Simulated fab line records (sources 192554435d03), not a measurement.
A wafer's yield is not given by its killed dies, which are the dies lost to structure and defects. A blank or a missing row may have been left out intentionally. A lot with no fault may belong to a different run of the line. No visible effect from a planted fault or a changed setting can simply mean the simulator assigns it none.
Chamber matching -- flow n5Finfet -- rieDiel-06 running N5_BEOL_M4_VIA_ETCH_34: 4 sister chambers
The step etches the open film in C4F6/O2, target depth 69.4 nm, time 65.9 s. 14 wafers are shown with their chamber, then 7 later ones without.

## WAFERS PAIRED WITH THEIR CHAMBERS
wafer,chamber,rfVppV (V),showerheadPlenumPTorr (Torr),drypumpMotorCurrentA (A)
L077.1,2,689,2.88,4.9
L077.3,0,661,2.75,5.8
L077.6,0,659,2.75,5.7
L078.1,3,662,2.79,6.0
L078.4,1,675,2.79,5.8
L078.5,3,662,2.79,6.0
L083.3,1,674,2.79,5.8
L083.5,1,674,2.79,5.7
L083.6,0,661,2.75,5.7
L084.2,2,690,2.87,4.9
L084.5,2,689,2.87,4.9
L084.6,1,675,2.79,5.7
L087.3,0,660,2.74,5.8
L087.4,3,662,2.79,6.0

SIGNATURES, as means of the wafers listed above
reading,chamber 0,chamber 1,chamber 2,chamber 3,scatter within a chamber
rfVppV,660.25,674.50,689.33,662.00,0.665
showerheadPlenumPTorr,2.7475,2.7900,2.8733,2.7900,0.00376
drypumpMotorCurrentA,5.750,5.750,4.900,6.000,0.0447
Rule: for a wafer and a chamber, the distance is found by dividing, reading by reading, the gap between the wafer's reading and the chamber's mean by the reading's scatter, squaring, summing and taking the root. The wafer belongs to the nearest chamber; if the next one is less than 2 further off, it can't be placed. How the scatter is found: for the shown wafers, subtract from each reading the mean of its chamber, square and add these, divide the total by (wafers less chambers), then take the root.

## WAFERS WITH NO CHAMBER GIVEN
wafer,rfVppV (V),showerheadPlenumPTorr (Torr),drypumpMotorCurrentA (A)
L087.5,688,2.86,4.9
L091.1,663,2.79,6.0
L091.4,689,2.86,4.9
L091.5,658,2.74,5.8
L096.1,689,2.86,4.9
L096.3,675,2.78,5.7
L096.5,662,2.78,6.0

## WHICH CHAMBER EACH ONE RAN IN
wafer,from the rows above,in truth
L087.5,2,2
L091.1,3,3
L091.4,2,2
L091.5,0,0
L096.1,2,2
L096.3,1,1
L096.5,3,3
7 of 7 placed correctly. Left unplaced by these rows: 0. Placed wrongly: 0.
